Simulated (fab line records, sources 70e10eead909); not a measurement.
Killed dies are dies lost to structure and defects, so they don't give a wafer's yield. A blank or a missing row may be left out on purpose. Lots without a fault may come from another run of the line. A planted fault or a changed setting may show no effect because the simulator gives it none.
Which tool did it? | flow nand_harc | 15 lots, 45 wafers sampled, at 3 steps of a route of 1159

WHAT THE GAUGES READ, wafer by wafer
NHARC_A_CONTACT_CD_MEAS_69: target cd 200 nm.
lot  | measured     | on        | cd_nm (nm)
L746 | day 16 09:34 | cd_sem-01 | 199.0 200.2 200.4
L745 | day 16 18:26 | cd_sem-02 | 201.8 201.3 200.5
L748 | day 16 21:43 | cd_sem-03 | 200.4 201.1 201.2
L747 | day 16 23:17 | cd_sem-03 | 199.6 200.0 200.3
L753 | day 18 13:41 | cd_sem-03 | - - -
L752 | day 18 15:38 | cd_sem-03 | - - -
L755 | day 18 23:34 | cd_sem-01 | - - -
L754 | day 19 01:46 | cd_sem-03 | 200.2 200.1 199.8
L758 | day 19 15:10 | cd_sem-02 | 200.8 201.4 201.2
L762 | day 20 09:53 | cd_sem-03 | 200.5 201.0 199.2
L761 | day 20 10:06 | cd_sem-01 | 199.6 199.4 199.9
L764 | day 21 09:37 | cd_sem-03 | 200.7 200.5 199.8
L767 | day 21 19:41 | cd_sem-02 | 201.2 200.6 200.1
L768 | day 21 20:43 | cd_sem-01 | 200.4 200.3 200.5
L766 | day 21 22:41 | cd_sem-01 | 199.5 200.2 200.2

WHICH TOOL RAN EACH LOT (tool, then ch and the chambers of the sampled wafers, then the start)
lot  | NHARC_A_CONTACT_ETCH_120             | NHARC_A_CONTACT_EXPOSE_66
L746 | har_cap_etch-01 ch 0,1, day 16 03:40 | arfi_scanner-03 ch 0, day 16 09:26
L745 | har_cap_etch-02 ch 0,1, day 16 09:49 | arfi_scanner-01 ch 0, day 16 18:17
L748 | har_cap_etch-02 ch 0,1, day 16 15:19 | arfi_scanner-02 ch 0, day 16 21:35
L747 | har_cap_etch-03 ch 0,1, day 16 16:32 | arfi_scanner-02 ch 0, day 16 23:09
L753 | har_cap_etch-03 ch 0,1, day 18 06:17 | arfi_scanner-01, day 18 13:32
L752 | har_cap_etch-02 ch 0,1, day 18 08:19 | arfi_scanner-03, day 18 15:29
L755 | har_cap_etch-03 ch 0,1, day 18 19:02 | arfi_scanner-03, day 18 23:25
L754 | har_cap_etch-01 ch 0,1, day 18 20:03 | arfi_scanner-01 ch 0, day 19 01:38
L758 | har_cap_etch-03 ch 0, day 19 08:31   | arfi_scanner-03 ch 0, day 19 15:02
L762 | har_cap_etch-01 ch 0,1, day 20 01:43 | arfi_scanner-02 ch 0, day 20 09:45
L761 | har_cap_etch-03 ch 0,1, day 20 01:50 | arfi_scanner-01 ch 0, day 20 09:58
L764 | har_cap_etch-02 ch 0,1, day 21 02:55 | arfi_scanner-03 ch 0, day 21 09:29
L767 | har_cap_etch-01 ch 0,1, day 21 14:17 | arfi_scanner-03 ch 0, day 21 19:33
L768 | har_cap_etch-03 ch 0,1, day 21 14:25 | arfi_scanner-02 ch 0, day 21 20:35
L766 | har_cap_etch-02 ch 0,1, day 21 18:02 | arfi_scanner-03 ch 0, day 21 22:32
- NHARC_A_CONTACT_ETCH_120: etches the open film in C4F8/O2/Ar, time 94 s, target depth 922 nm.
- NHARC_A_CONTACT_EXPOSE_66: exposes mask A CC 2.

WHAT THE TOOLS THEMSELVES READ (means of the sampled wafers that have a number; where no wafer has one, the mark that the record gives instead)
NHARC_A_CONTACT_ETCH_120.
lot  | tool            | chamber_pressure_mTorr (mTorr)
L746 | har_cap_etch-01 | 19.990
L745 | har_cap_etch-02 | 19.996
L748 | har_cap_etch-02 | 20.021
L747 | har_cap_etch-03 | 19.997
L753 | har_cap_etch-03 | 19.999
L752 | har_cap_etch-02 | 19.993
L755 | har_cap_etch-03 | 20.004
L754 | har_cap_etch-01 | 20.012
L758 | har_cap_etch-03 | 19.998
L762 | har_cap_etch-01 | 20.007
L761 | har_cap_etch-03 | 20.001
L764 | har_cap_etch-02 | 19.999
L767 | har_cap_etch-01 | 19.986
L768 | har_cap_etch-03 | 19.997
L766 | har_cap_etch-02 | 19.999

NHARC_A_CONTACT_EXPOSE_66.
lot  | tool            | exposure_dose_mJ_cm2 | focus_offset_nm (nm) | stage_vel_mm_s (mm/s)
L746 | arfi_scanner-03 | 58.96                | -0.0                 | 500.40
L745 | arfi_scanner-01 | 58.93                | 0.2                  | 499.88
L748 | arfi_scanner-02 | 58.97                | 0.0                  | 500.33
L747 | arfi_scanner-02 | 58.84                | 0.8                  | 499.75
L753 | arfi_scanner-01 | -                    | -                    | -
L752 | arfi_scanner-03 | -                    | -                    | -
L755 | arfi_scanner-03 | -                    | -                    | -
L754 | arfi_scanner-01 | 58.95                | 0.1                  | 500.08
L758 | arfi_scanner-03 | 58.96                | 0.1                  | 500.00
L762 | arfi_scanner-02 | 58.98                | -0.3                 | 499.86
L761 | arfi_scanner-01 | 58.96                | 0.3                  | 500.13
L764 | arfi_scanner-03 | 59.05                | -0.2                 | 500.04
L767 | arfi_scanner-03 | 59.02                | 0.9                  | 499.99
L768 | arfi_scanner-02 | 58.99                | 0.6                  | 499.77
L766 | arfi_scanner-03 | 59.00                | -0.1                 | 500.18

THE ANSWER, worked out from the rows above alone
Rule: what is usual is taken from the lots themselves. Put in order of their means at a reading, lots are off if they are a third of the lots or fewer, leave a main group of 4 or more, and stand apart from it by a gap of 3 or more times the standard deviation of the main group's means; of several such gaps the widest counts. A main group whose means are all the same, to the digits that the tables above print for the reading, isn't used. A lot without any number at a reading at which 4 lots or more have one is off too. The other lots that the step has rows for count as sound. The gauges are gone through in route order, then the tools' own readings, and for those a lot's mean is taken as printed above. The first step at which some lot is off is used, and at that step the reading that is off furthest; a lot without a number counts as furthest.
Off: L753, L752, L755, at NHARC_A_CONTACT_CD_MEAS_69 (cd_nm). Without a number there: L753, L752, L755. The main group: mean 200.4 nm, standard deviation 0.49.
A tool fits if, at a process step before that reading, it ran every lot that is off, and no sound lot after the first of them. The gauges at NHARC_A_CONTACT_CD_MEAS_69 aren't tried: what is off there is off at NHARC_A_CONTACT_EXPOSE_66 too, on other tools, and a gauge's error can't cause that. None of those tried fits.

WHAT THE SIMULATOR HAD PUT IN
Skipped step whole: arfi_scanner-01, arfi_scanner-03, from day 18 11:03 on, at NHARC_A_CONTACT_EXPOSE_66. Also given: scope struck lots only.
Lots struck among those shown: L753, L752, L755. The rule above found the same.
